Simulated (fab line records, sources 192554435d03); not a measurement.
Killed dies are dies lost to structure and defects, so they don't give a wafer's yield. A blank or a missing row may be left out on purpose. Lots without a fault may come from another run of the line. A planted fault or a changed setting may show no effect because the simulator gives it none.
Which tool did it? | flow n5_finfet | 10 lots, 30 wafers sampled, at 5 steps of a route of 1938

WHAT THE GAUGES READ, wafer by wafer
N5_BEOL_M13_THK_MEAS_01. Usual: M13_ILD_THK 836 nm, standard deviation 11.
lot  | measured     | on            | M13_ILD_THK (nm) | flag
L935 | day 13 08:41 | film_metro-02 | 823 826 841      |
L937 | day 13 09:32 | film_metro-01 | 828 834 472      | OFF
L938 | day 13 16:25 | film_metro-01 | 822 826 837      |
L939 | day 13 18:39 | film_metro-02 | 853 480 856      | OFF
L949 | day 16 06:20 | film_metro-01 | 831 832 842      |
L951 | day 16 18:28 | film_metro-02 | 823 842 841      |
L950 | day 16 18:37 | film_metro-01 | 829 853 852      |
L953 | day 16 21:52 | film_metro-01 | 827 836 830      |
L955 | day 18 02:07 | film_metro-02 | 831 820 843      |
L956 | day 18 05:43 | film_metro-02 | 836 838 857      |

N5_BEOL_M13_OVL_MEAS_11. Usual: V12_OVL 0 nm, standard deviation 4.9.
lot  | measured     | on         | V12_OVL (nm) | flag
L935 | day 13 09:01 | overlay-01 | -5 9 1       |
L937 | day 13 09:52 | overlay-01 | 7 -5 2       |
L938 | day 13 16:55 | overlay-02 | -5 -2 -2     |
L939 | day 13 18:59 | overlay-02 | -13 -5 -5    |
L949 | day 16 06:40 | overlay-02 | 9 5 4        |
L951 | day 16 18:48 | overlay-02 | 3 1 1        |
L950 | day 16 19:05 | overlay-01 | 4 2 4        |
L953 | day 16 22:12 | overlay-02 | 1 1 2        |
L955 | day 18 02:35 | overlay-01 | 4 -3 -4      |
L956 | day 18 06:03 | overlay-02 | 1 2 3        |

WHICH TOOL RAN EACH LOT (tool, then ch and the chambers of the sampled wafers, then the start)
lot  | N5_BEOL_M12_DEGAS_41         | N5_BEOL_M12_SPUTTER_43       | N5_BEOL_M13_ILD_DEP_00
L935 | pvd_sputter-01, day 13 07:14 | pvd_sputter-01, day 13 07:19 | pecvd-01 ch 1,2, day 13 08:32
L937 | pvd_sputter-01, day 13 08:05 | pvd_sputter-01, day 13 08:10 | pecvd-01 ch 0,2, day 13 09:22
L938 | pvd_sputter-02, day 13 14:59 | pvd_sputter-02, day 13 15:04 | pecvd-03 ch 0,1,2, day 13 16:16
L939 | pvd_sputter-03, day 13 17:10 | pvd_sputter-03, day 13 17:15 | pecvd-01 ch 0,2, day 13 18:30
L949 | pvd_sputter-01, day 16 04:20 | pvd_sputter-01, day 16 04:25 | pecvd-02 ch 0,2, day 16 06:11
L951 | pvd_sputter-01, day 16 16:52 | pvd_sputter-01, day 16 16:57 | pecvd-03 ch 0,1,2, day 16 18:19
L950 | pvd_sputter-03, day 16 17:05 | pvd_sputter-03, day 16 17:10 | pecvd-01 ch 0,1, day 16 18:28
L953 | pvd_sputter-02, day 16 20:26 | pvd_sputter-02, day 16 20:31 | pecvd-03 ch 0,2, day 16 21:43
L955 | pvd_sputter-02, day 18 00:23 | pvd_sputter-02, day 18 00:28 | pecvd-02 ch 0,2, day 18 01:58
L956 | pvd_sputter-01, day 18 04:04 | pvd_sputter-01, day 18 04:09 | pecvd-01 ch 0,1, day 18 05:34
- N5_BEOL_M12_DEGAS_41: time 60 s.
- N5_BEOL_M12_SPUTTER_43: material TaN, target thk 15 nm, time 24.19 s.
- N5_BEOL_M13_ILD_DEP_00: deposits SiOC from DEMS/O2, target thk 837.92 nm, time 166.4 s.

WHAT THE TOOLS THEMSELVES READ (means of the sampled wafers that have a number; where no wafer has one, the mark that the record gives instead)
N5_BEOL_M12_DEGAS_41. Usual: heater_power_w 325 W, standard deviation 18.
lot  | tool           | heater_power_w (W) | flag
L935 | pvd_sputter-01 | 328                |
L937 | pvd_sputter-01 | 322                |
L938 | pvd_sputter-02 | 333                |
L939 | pvd_sputter-03 | 340                |
L949 | pvd_sputter-01 | 296                |
L951 | pvd_sputter-01 | 326                |
L950 | pvd_sputter-03 | 329                |
L953 | pvd_sputter-02 | 342                |
L955 | pvd_sputter-02 | 331                |
L956 | pvd_sputter-01 | 303                |

N5_BEOL_M12_SPUTTER_43. Usual: bias_v 168.6 V, standard deviation 1.8; chamber_pressure_pa 0.11998 Pa, standard deviation 0.00024; throttle_valve_pct 30.3 %, standard deviation 0.87.
lot  | tool           | bias_v (V) | chamber_pressure_pa (Pa) | throttle_valve_pct (%) | flag
L935 | pvd_sputter-01 | 166.6      | 0.11998                  | 30.6                   |
L937 | pvd_sputter-01 | 168.5      | 0.12007                  | 30.5                   |
L938 | pvd_sputter-02 | 168.1      | 0.12020                  | 30.0                   |
L939 | pvd_sputter-03 | 169.1      | 0.12009                  | 30.3                   |
L949 | pvd_sputter-01 | 167.1      | 0.11995                  | 30.3                   |
L951 | pvd_sputter-01 | 168.5      | 0.11996                  | 30.7                   |
L950 | pvd_sputter-03 | 168.7      | 0.11980                  | 31.3                   |
L953 | pvd_sputter-02 | 169.9      | 0.12001                  | 29.8                   |
L955 | pvd_sputter-02 | 169.8      | 0.11987                  | 29.8                   |
L956 | pvd_sputter-01 | 167.7      | 0.11995                  | 30.5                   |

N5_BEOL_M13_ILD_DEP_00. Usual: heater_power_w 513 W, standard deviation 85; run_length_s 211.3 s, standard deviation 0.57; showerhead_plenum_p_Torr 5.701 Torr, standard deviation 0.015; throttle_valve_pct 12.3 %, standard deviation 0.52.
lot  | tool     | heater_power_w (W) | run_length_s (s) | showerhead_plenum_p_Torr (Torr) | throttle_valve_pct (%) | flag
L935 | pecvd-01 | 612                | 211.6            | 5.718                           | 13.0                   |
L937 | pecvd-01 | 635                | 186.5            | 5.719                           | 12.5                   | OFF
L938 | pecvd-03 | 480                | 211.3            | 5.693                           | 12.1                   |
L939 | pecvd-01 | 590                | 186.2            | 5.713                           | 12.6                   | OFF
L949 | pecvd-02 | 433                | 211.6            | 5.691                           | 11.8                   |
L951 | pecvd-03 | 525                | 211.1            | 5.690                           | 12.1                   |
L950 | pecvd-01 | 497                | 211.2            | 5.708                           | 12.7                   |
L953 | pecvd-03 | 498                | 212.0            | 5.698                           | 12.0                   |
L955 | pecvd-02 | 418                | 211.5            | 5.692                           | 11.7                   |
L956 | pecvd-01 | 514                | 211.3            | 5.697                           | 12.2                   |

THE ANSWER, worked out from the rows above alone
Rule: a lot is off if the mean of its wafers that have a number lies more than 3 standard deviations from the usual mean. A lot without any number at a reading at which 4 lots or more have one is off too. The other lots that the step has rows for count as sound. The gauges are gone through in route order, then the tools' own readings, and for those a lot's mean is taken as printed above. The first step at which some lot is off is used, and at that step the reading that is off furthest; a lot without a number counts as furthest.
Off: L937, L939, at N5_BEOL_M13_THK_MEAS_01 (M13_ILD_THK).
A tool fits if, at a process step before that reading, it ran every lot that is off, and no sound lot after the first of them. The gauges at N5_BEOL_M13_THK_MEAS_01 aren't tried: what is off there is off at N5_BEOL_M13_ILD_DEP_00 too, on other tools, and a gauge's error can't cause that. None of those tried fits.

WHAT THE SIMULATOR HAD PUT IN
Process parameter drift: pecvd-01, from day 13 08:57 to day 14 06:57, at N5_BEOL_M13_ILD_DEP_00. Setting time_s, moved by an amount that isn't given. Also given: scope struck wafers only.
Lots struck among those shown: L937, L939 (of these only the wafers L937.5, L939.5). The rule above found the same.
